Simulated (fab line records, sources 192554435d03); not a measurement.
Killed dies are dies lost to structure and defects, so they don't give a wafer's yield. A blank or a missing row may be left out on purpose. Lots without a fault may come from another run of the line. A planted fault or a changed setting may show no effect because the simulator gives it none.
Tool commonality check | flow n5_finfet | 12 lots, 34 wafers sampled

WHY IT WAS OPENED
At N5_MIM_TOP_LITHO_OVL_MEAS_11 the reading MIM_TOP_OVL is flagged on 1 of 12 lots. Wafers without a fault read 0 nm, standard deviation 5.4.
Rule: a lot is flagged when every wafer of it that has a number lies more than 4 standard deviations from that mean, or none has a number. The other lots count as sound.

lot  | measured     | on         | MIM_TOP_OVL (nm), wafer by wafer | flag
L115 | day 12 12:46 | overlay-02 | -14 -12 -10                      |
L114 | day 13 00:53 | overlay-02 | 3 0 3                            |
L118 | day 13 05:35 | overlay-01 | 3 2 -1                           |
L116 | day 13 18:47 | overlay-01 | -2 4 -4                          |
L119 | day 13 18:50 | overlay-01 | 0 1 5                            |
L121 | day 13 21:01 | overlay-01 | -2 -7 -11                        |
L117 | day 13 22:03 | overlay-02 | 7 0 -6                           |
L120 | day 13 23:20 | overlay-01 | 0 4 5                            |
L123 | day 14 12:25 | overlay-01 | -7 -1                            |
L125 | day 14 14:42 | overlay-01 | -5 -1                            |
L128 | day 16 03:45 | overlay-01 | 225 211 210                      | FLAGGED
L131 | day 17 02:04 | overlay-02 | 0 2 -3                           |
The numbers of the flagged lots are 215 nm on average: +215 nm against the usual, or +40 standard deviations.

WHICH TOOL RAN EACH LOT
The record holds 3 process steps before the reading, out of a route of 1938 steps. In each cell: the tool, then ch and the chambers that the sampled wafers went through, then the start.
lot  | flag    | N5_PASSIVATION_PECVD_00         | N5_MIM_TOP_ALD_02                           | N5_MIM_TOP_LITHO_EXPOSE_05
L115 |         | pecvd-04 ch 0,1, day 12 08:41   | ald_hk-03 ch 1,2,3, day 12 12:34 or earlier | krf_scanner-02 ch 0, day 12 12:34
L114 |         | pecvd-03 ch 0,1, day 12 21:51   | ald_hk-02 ch 0,1,3, day 13 00:41 or earlier | krf_scanner-01 ch 0, day 13 00:41
L118 |         | pecvd-01 ch 1,2, day 13 01:28   | ald_hk-01 ch 0,1, day 13 05:22 or earlier   | krf_scanner-01 ch 0, day 13 05:22
L116 |         | pecvd-01 ch 0,2, day 13 15:27   | ald_hk-02 ch 1,2,3, day 13 18:35 or earlier | krf_scanner-01 ch 0, day 13 18:35
L119 |         | pecvd-03 ch 1,2, day 13 16:01   | ald_hk-01 ch 1,2, day 13 18:38 or earlier   | krf_scanner-01 ch 0, day 13 18:38
L121 |         | pecvd-03 ch 0,1, day 13 17:46   | ald_hk-03 ch 0,2,3, day 13 20:49 or earlier | krf_scanner-01 ch 0, day 13 20:49
L117 |         | pecvd-03 ch 0,1,2, day 13 19:20 | ald_hk-02 ch 0,1, day 13 21:50 or earlier   | krf_scanner-01 ch 0, day 13 21:50
L120 |         | pecvd-01 ch 1,2, day 13 20:38   | ald_hk-01 ch 0,3, day 13 23:08 or earlier   | krf_scanner-01 ch 0, day 13 23:08
L123 |         | pecvd-04 ch 0,1, day 14 10:34   | ald_hk-02 ch 2, day 14 12:14 or earlier     | krf_scanner-01 ch 0, day 14 12:14
L125 |         | pecvd-04 ch 0,1, day 14 11:19   | ald_hk-01 ch 0,3, day 14 14:31 or earlier   | krf_scanner-02 ch 0, day 14 14:31
L128 | FLAGGED | pecvd-04 ch 0,2, day 16 01:05   | ald_hk-01 ch 0,1,2, day 16 03:32 or earlier | krf_scanner-02 ch 0, day 16 03:32
L131 |         | pecvd-01 ch 0,1,2, day 16 22:50 | ald_hk-02 ch 0,3, day 17 01:52 or earlier   | krf_scanner-01 ch 0, day 17 01:52
What these steps do:
- N5_PASSIVATION_PECVD_00: deposits SiO2 from SiH4/N2O, target thk 200 nm, time 11.2 s.
- N5_MIM_TOP_ALD_02: deposits Al2O3, purge time 3 s, co reactant pulse time 3 s.
- N5_MIM_TOP_LITHO_EXPOSE_05: exposes mask MIM TOP, target cd 2000 nm.
- N5_MIM_TOP_LITHO_OVL_MEAS_11

FLAGGED OVER TOTAL, TOOL BY TOOL (the gauges that took the reading come last)
step                         | tool           | lots run | flagged | share of the flagged lots | sound lots run after its first flagged lot
N5_PASSIVATION_PECVD_00      | pecvd-01       | 4        | 0       | none                      | -
N5_PASSIVATION_PECVD_00      | pecvd-03       | 4        | 0       | none                      | -
N5_PASSIVATION_PECVD_00      | pecvd-04       | 4        | 1       | all                       | 0
N5_MIM_TOP_ALD_02            | ald_hk-01      | 5        | 1       | all                       | 0
N5_MIM_TOP_ALD_02            | ald_hk-02      | 5        | 0       | none                      | -
N5_MIM_TOP_ALD_02            | ald_hk-03      | 2        | 0       | none                      | -
N5_MIM_TOP_LITHO_EXPOSE_05   | krf_scanner-01 | 9        | 0       | none                      | -
N5_MIM_TOP_LITHO_EXPOSE_05   | krf_scanner-02 | 3        | 1       | all                       | 0
N5_MIM_TOP_LITHO_OVL_MEAS_11 | overlay-01     | 8        | 1       | all                       | 0
N5_MIM_TOP_LITHO_OVL_MEAS_11 | overlay-02     | 4        | 0       | none                      | -
N5_MIM_TOP_ALD_02 gives no start for some lots, so the hours and the order of its lots are those of N5_MIM_TOP_LITHO_EXPOSE_05.

WHAT THE TABLE ALLOWS
4 rows of the table ran every flagged lot: pecvd-04 at N5_PASSIVATION_PECVD_00, ald_hk-01 at N5_MIM_TOP_ALD_02, krf_scanner-02 at N5_MIM_TOP_LITHO_EXPOSE_05, overlay-01 at N5_MIM_TOP_LITHO_OVL_MEAS_11.
- pecvd-04 at N5_PASSIVATION_PECVD_00: 1 of its 4 lots flagged. Its last sound lot is L125 (day 14 11:19), its first flagged lot L128 (day 16 01:05): a fault that began between those two fits.
- ald_hk-01 at N5_MIM_TOP_ALD_02: 1 of its 5 lots flagged. Its last sound lot is L125 (day 14 14:31), its first flagged lot L128 (day 16 03:32): a fault that began between those two fits.
- krf_scanner-02 at N5_MIM_TOP_LITHO_EXPOSE_05: 1 of its 3 lots flagged. Its last sound lot is L125 (day 14 14:31), its first flagged lot L128 (day 16 03:32): a fault that began between those two fits.
- overlay-01 at N5_MIM_TOP_LITHO_OVL_MEAS_11: 1 of its 8 lots flagged. Its last sound lot is L125 (day 14 14:42), its first flagged lot L128 (day 16 03:45): a fault that began between those two fits.
Counting lots can't tell these 4 tools apart, because each fits a fault that began at some hour. More lots, or a look at what each step does to the wafer, might.

WHAT THE SIMULATOR HAD PUT IN
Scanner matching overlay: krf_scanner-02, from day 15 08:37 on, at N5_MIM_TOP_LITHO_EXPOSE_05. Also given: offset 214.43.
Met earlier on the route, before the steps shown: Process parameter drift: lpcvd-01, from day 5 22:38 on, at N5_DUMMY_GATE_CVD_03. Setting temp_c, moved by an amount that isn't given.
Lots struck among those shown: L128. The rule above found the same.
